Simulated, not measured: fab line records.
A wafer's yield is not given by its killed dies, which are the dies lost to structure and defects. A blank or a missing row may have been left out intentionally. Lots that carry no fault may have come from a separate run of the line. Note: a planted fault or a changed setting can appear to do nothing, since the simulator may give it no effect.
What tool caused it? :: flow n5_finfet :: 11 lots with 33 wafers sampled at 4 steps, on a route of 1938 steps

WHAT THE GAUGES READ, wafer by wafer
No reading from a measuring or inspecting step in the record can be judged against a usual standard deviation.

TOOL THAT RAN EACH LOT (tool first, then ch and the chambers of the sampled wafers, then the start)
lot: L762
N5_BEOL_M0_TRENCH_ETCH_107: rie_diel-04 ch 0,1,3, day 6 06:53
N5_MIM_BOT_ETCH_STRIP_01: rie_diel-05 ch 0,1, day 13 06:10
N5_PASSIVATION_SPUTTER_20: pvd_sputter-02, day 13 11:49
N5_PASSIVATION_PROBE_49: -

lot: L763
N5_BEOL_M0_TRENCH_ETCH_107: rie_diel-04 ch 0,1,2, day 6 09:18
N5_MIM_BOT_ETCH_STRIP_01: rie_diel-05 ch 1,2,3, day 13 20:50
N5_PASSIVATION_SPUTTER_20: pvd_sputter-02, day 13 22:51
N5_PASSIVATION_PROBE_49: -

lot: L764
N5_BEOL_M0_TRENCH_ETCH_107: rie_diel-06 ch 0,1,3, day 6 21:01
N5_MIM_BOT_ETCH_STRIP_01: rie_diel-06 ch 0,1, day 14 03:14
N5_PASSIVATION_SPUTTER_20: pvd_sputter-02, day 14 05:41
N5_PASSIVATION_PROBE_49: -

lot: L766
N5_BEOL_M0_TRENCH_ETCH_107: rie_diel-05 ch 0,2,3, day 7 10:02
N5_MIM_BOT_ETCH_STRIP_01: rie_diel-06 ch 0,1,2, day 14 12:29
N5_PASSIVATION_SPUTTER_20: pvd_sputter-03, day 14 15:06
N5_PASSIVATION_PROBE_49: -

lot: L768
N5_BEOL_M0_TRENCH_ETCH_107: rie_diel-05 ch 0,3, day 7 13:31
N5_MIM_BOT_ETCH_STRIP_01: rie_diel-06 ch 1,2, day 15 01:17
N5_PASSIVATION_SPUTTER_20: pvd_sputter-02, day 15 07:44
N5_PASSIVATION_PROBE_49: -

lot: L769
N5_BEOL_M0_TRENCH_ETCH_107: rie_diel-06 ch 0,2,3, day 7 22:22
N5_MIM_BOT_ETCH_STRIP_01: rie_diel-06 ch 0,1,3, day 14 17:25
N5_PASSIVATION_SPUTTER_20: pvd_sputter-03, day 14 19:55
N5_PASSIVATION_PROBE_49: -

lot: L770
N5_BEOL_M0_TRENCH_ETCH_107: rie_diel-04 ch 1,3, day 8 08:05
N5_MIM_BOT_ETCH_STRIP_01: rie_diel-04 ch 0,3, day 15 07:16
N5_PASSIVATION_SPUTTER_20: pvd_sputter-02, day 15 13:40
N5_PASSIVATION_PROBE_49: -

lot: L772
N5_BEOL_M0_TRENCH_ETCH_107: rie_diel-05 ch 0,1, day 8 18:05
N5_MIM_BOT_ETCH_STRIP_01: rie_diel-06 ch 2,3, day 15 15:17
N5_PASSIVATION_SPUTTER_20: pvd_sputter-01, day 15 21:10
N5_PASSIVATION_PROBE_49: -

lot: L773
N5_BEOL_M0_TRENCH_ETCH_107: rie_diel-04 ch 0,2,3, day 8 19:04
N5_MIM_BOT_ETCH_STRIP_01: rie_diel-06 ch 0,2,3, day 15 23:47
N5_PASSIVATION_SPUTTER_20: pvd_sputter-02, day 16 03:50
N5_PASSIVATION_PROBE_49: -

lot: L774
N5_BEOL_M0_TRENCH_ETCH_107: rie_diel-04 ch 0,1,2, day 9 07:26
N5_MIM_BOT_ETCH_STRIP_01: rie_diel-06 ch 2,3, day 16 20:05
N5_PASSIVATION_SPUTTER_20: pvd_sputter-01, day 16 22:26
N5_PASSIVATION_PROBE_49: -

lot: L777
N5_BEOL_M0_TRENCH_ETCH_107: rie_diel-04 ch 0,1,2, day 10 09:21
N5_MIM_BOT_ETCH_STRIP_01: rie_diel-06 ch 1,2,3, day 17 19:11
N5_PASSIVATION_SPUTTER_20: pvd_sputter-02, day 17 22:32
N5_PASSIVATION_PROBE_49: prober-01, day 18 04:02
- N5_BEOL_M0_TRENCH_ETCH_107: etches SiOC in C4F6/O2, target depth 32.8 nm, time 16.4 s.
- N5_MIM_BOT_ETCH_STRIP_01: strips in O2.
- N5_PASSIVATION_SPUTTER_20: material TaN, target thk 50 nm.
- N5_PASSIVATION_PROBE_49

AS READ BY THE TOOLS THEMSELVES (means over the sampled wafers that have a number; for cases with no such wafer, the mark the record gives instead)
N5_BEOL_M0_TRENCH_ETCH_107. Usual: for bias_w, 185.0 W with a standard deviation of 0.54; for drypump_motor_current_A, 5.72 A with a standard deviation of 0.27; for oes_o_777_au, 0.81 a.u. with a standard deviation of 0.088; for oes_product_au, 0.82 a.u. with a standard deviation of 0.096; for rf_vpp_V, 668 V with a standard deviation of 13; for showerhead_plenum_p_Torr, 2.89 Torr with a standard deviation of 0.094; for throttle_valve_pct, 20.79 % with a standard deviation of 0.28.
lot: L762
tool: rie_diel-04
bias_w (W): 184.9
drypump_motor_current_A (A): 5.83
oes_o_777_au (a.u.): 0.75
oes_product_au (a.u.): 0.75
rf_vpp_V (V): 678
showerhead_plenum_p_Torr (Torr): 2.92
throttle_valve_pct (%): 20.93
flag: 

lot: L763
tool: rie_diel-04
bias_w (W): 185.1
drypump_motor_current_A (A): 5.64
oes_o_777_au (a.u.): 0.68
oes_product_au (a.u.): 0.68
rf_vpp_V (V): 666
showerhead_plenum_p_Torr (Torr): 2.81
throttle_valve_pct (%): 21.09
flag: 

lot: L764
tool: rie_diel-06
bias_w (W): 184.7
drypump_motor_current_A (A): 5.50
oes_o_777_au (a.u.): 0.80
oes_product_au (a.u.): 0.81
rf_vpp_V (V): 665
showerhead_plenum_p_Torr (Torr): 2.91
throttle_valve_pct (%): 20.75
flag: 

lot: L766
tool: rie_diel-05
bias_w (W): 184.8
drypump_motor_current_A (A): 5.88
oes_o_777_au (a.u.): 0.77
oes_product_au (a.u.): 0.77
rf_vpp_V (V): 658
showerhead_plenum_p_Torr (Torr): 2.86
throttle_valve_pct (%): 20.91
flag: 

lot: L768
tool: rie_diel-05
bias_w (W): 184.9
drypump_motor_current_A (A): 5.81
oes_o_777_au (a.u.): 0.73
oes_product_au (a.u.): 0.72
rf_vpp_V (V): 654
showerhead_plenum_p_Torr (Torr): 2.84
throttle_valve_pct (%): 20.97
flag: 

lot: L769
tool: rie_diel-06
bias_w (W): 185.0
drypump_motor_current_A (A): 5.54
oes_o_777_au (a.u.): 0.79
oes_product_au (a.u.): 0.81
rf_vpp_V (V): 670
showerhead_plenum_p_Torr (Torr): 2.99
throttle_valve_pct (%): 20.75
flag: 

lot: L770
tool: rie_diel-04
bias_w (W): 185.2
drypump_motor_current_A (A): 6.02
oes_o_777_au (a.u.): 0.88
oes_product_au (a.u.): 0.91
rf_vpp_V (V): 685
showerhead_plenum_p_Torr (Torr): 2.98
throttle_valve_pct (%): 20.82
flag: 

lot: L772
tool: rie_diel-05
bias_w (W): 184.7
drypump_motor_current_A (A): 5.65
oes_o_777_au (a.u.): 0.84
oes_product_au (a.u.): 0.82
rf_vpp_V (V): 665
showerhead_plenum_p_Torr (Torr): 2.87
throttle_valve_pct (%): 20.47
flag: 

lot: L773
tool: rie_diel-04
bias_w (W): 184.8
drypump_motor_current_A (A): 5.63
oes_o_777_au (a.u.): 0.73
oes_product_au (a.u.): 0.75
rf_vpp_V (V): 674
showerhead_plenum_p_Torr (Torr): 2.85
throttle_valve_pct (%): 21.03
flag: 

lot: L774
tool: rie_diel-04
bias_w (W): 184.9
drypump_motor_current_A (A): 5.65
oes_o_777_au (a.u.): 0.75
oes_product_au (a.u.): 0.76
rf_vpp_V (V): 665
showerhead_plenum_p_Torr (Torr): 2.80
throttle_valve_pct (%): 20.98
flag: 

lot: L777
tool: rie_diel-04
bias_w (W): 184.8
drypump_motor_current_A (A): 5.65
oes_o_777_au (a.u.): 0.75
oes_product_au (a.u.): 0.76
rf_vpp_V (V): 667
showerhead_plenum_p_Torr (Torr): 2.80
throttle_valve_pct (%): 20.98
flag: 

N5_MIM_BOT_ETCH_STRIP_01. Usual: drypump_motor_current_A 5.71 A, standard deviation 0.25; oes_product_au 0.81 a.u., standard deviation 0.05; rf_vpp_V 3.6 V, standard deviation 1.3; showerhead_plenum_p_Torr 2.11 Torr, standard deviation 0.066; throttle_valve_pct 16.50 %, standard deviation 0.24.
lot: L762
tool: rie_diel-05
drypump_motor_current_A (A): 5.63
oes_product_au (a.u.): 0.78
rf_vpp_V (V): 2.6
showerhead_plenum_p_Torr (Torr): 2.11
throttle_valve_pct (%): 16.42
flag: 

lot: L763
tool: rie_diel-05
drypump_motor_current_A (A): 5.94
oes_product_au (a.u.): 0.83
rf_vpp_V (V): 4.0
showerhead_plenum_p_Torr (Torr): 2.08
throttle_valve_pct (%): 16.49
flag: 

lot: L764
tool: rie_diel-06
drypump_motor_current_A (A): 5.59
oes_product_au (a.u.): 0.79
rf_vpp_V (V): 4.3
showerhead_plenum_p_Torr (Torr): 2.14
throttle_valve_pct (%): 16.64
flag: 

lot: L766
tool: rie_diel-06
drypump_motor_current_A (A): 5.64
oes_product_au (a.u.): 0.79
rf_vpp_V (V): 6.2
showerhead_plenum_p_Torr (Torr): 2.14
throttle_valve_pct (%): 16.53
flag: 

lot: L768
tool: rie_diel-06
drypump_motor_current_A (A): 5.69
oes_product_au (a.u.): 0.78
rf_vpp_V (V): 2.7
showerhead_plenum_p_Torr (Torr): 2.08
throttle_valve_pct (%): 16.48
flag: 

lot: L769
tool: rie_diel-06
drypump_motor_current_A (A): 5.50
oes_product_au (a.u.): 0.83
rf_vpp_V (V): 3.8
showerhead_plenum_p_Torr (Torr): 2.11
throttle_valve_pct (%): 16.46
flag: 

lot: L770
tool: rie_diel-04
drypump_motor_current_A (A): 5.82
oes_product_au (a.u.): 0.85
rf_vpp_V (V): 4.0
showerhead_plenum_p_Torr (Torr): 2.16
throttle_valve_pct (%): 16.59
flag: 

lot: L772
tool: rie_diel-06
drypump_motor_current_A (A): 5.60
oes_product_au (a.u.): 0.84
rf_vpp_V (V): 3.1
showerhead_plenum_p_Torr (Torr): 2.17
throttle_valve_pct (%): 16.24
flag: 

lot: L773
tool: rie_diel-06
drypump_motor_current_A (A): 5.52
oes_product_au (a.u.): 0.82
rf_vpp_V (V): 3.3
showerhead_plenum_p_Torr (Torr): 2.17
throttle_valve_pct (%): 16.42
flag: 

lot: L774
tool: rie_diel-06
drypump_motor_current_A (A): 5.42
oes_product_au (a.u.): 0.83
rf_vpp_V (V): 2.6
showerhead_plenum_p_Torr (Torr): 2.14
throttle_valve_pct (%): 16.17
flag: 

lot: L777
tool: rie_diel-06
drypump_motor_current_A (A): 5.54
oes_product_au (a.u.): 0.79
rf_vpp_V (V): 3.0
showerhead_plenum_p_Torr (Torr): 2.11
throttle_valve_pct (%): 16.36
flag: 

N5_PASSIVATION_SPUTTER_20. Usual: throttle_valve_pct reads 30.9 % (standard deviation 0.97).
lot: L762
tool: pvd_sputter-02
throttle_valve_pct (%): 31.8
flag: 

lot: L763
tool: pvd_sputter-02
throttle_valve_pct (%): 30.9
flag: 

lot: L764
tool: pvd_sputter-02
throttle_valve_pct (%): 31.4
flag: 

lot: L766
tool: pvd_sputter-03
throttle_valve_pct (%): 30.9
flag: 

lot: L768
tool: pvd_sputter-02
throttle_valve_pct (%): 30.6
flag: 

lot: L769
tool: pvd_sputter-03
throttle_valve_pct (%): 30.4
flag: 

lot: L770
tool: pvd_sputter-02
throttle_valve_pct (%): 30.5
flag: 

lot: L772
tool: pvd_sputter-01
throttle_valve_pct (%): 30.7
flag: 

lot: L773
tool: pvd_sputter-02
throttle_valve_pct (%): 30.7
flag: 

lot: L774
tool: pvd_sputter-01
throttle_valve_pct (%): 31.0
flag: 

lot: L777
tool: pvd_sputter-02
throttle_valve_pct (%): 31.3
flag: 

N5_PASSIVATION_PROBE_49. Usual: defect_limited_yield 91.1 %, standard deviation 1.4; killed_at_M0_to_M3 36, standard deviation 11; killed_at_M4_up 14, standard deviation 5.2; killed_at_contacts 12, standard deviation 6.1; killed_at_front_end 40, standard deviation 12; killed_at_other 3.2, standard deviation 2.5; killed_dies 105, standard deviation 16; killed_open 68, standard deviation 12; killed_short 35, standard deviation 8.7; sort_bin_5_function 5.2 %, standard deviation 0.89; sort_bin_6_memory 3.3 %, standard deviation 0.66; sort_n_pass 1074, standard deviation 16; sort_yield_pct 91.1 %, standard deviation 1.4.
lot: L777
tool: prober-01
defect_limited_yield (%): 90.7
killed_at_M0_to_M3: 58
killed_at_M4_up: 10
killed_at_contacts: 7
killed_at_front_end: 33
killed_at_other: 2.3
killed_dies: 110
killed_open: 52
killed_short: 25
sort_bin_5_function (%): 5.6
sort_bin_6_memory (%): 3.2
sort_n_pass: 1070
sort_yield_pct (%): 90.7
flag: 

THE ANSWER, worked out from the rows above alone
Rule: lot off if the mean of its wafers having a number is beyond 3 standard deviations from the usual mean. Also off: a lot with no number at a reading for which 4 or more lots have one. The other lots that the step has rows for count as sound. The gauges are gone through in route order, then the tools' own readings, and for those a lot's mean is taken as printed above. At the first step where some lot is off, the reading lying furthest off is the one used; lots without a number count as furthest.
Across all readings shown, no lot is off: no conclusion can be drawn from this.

WHAT THE SIMULATOR PUT IN
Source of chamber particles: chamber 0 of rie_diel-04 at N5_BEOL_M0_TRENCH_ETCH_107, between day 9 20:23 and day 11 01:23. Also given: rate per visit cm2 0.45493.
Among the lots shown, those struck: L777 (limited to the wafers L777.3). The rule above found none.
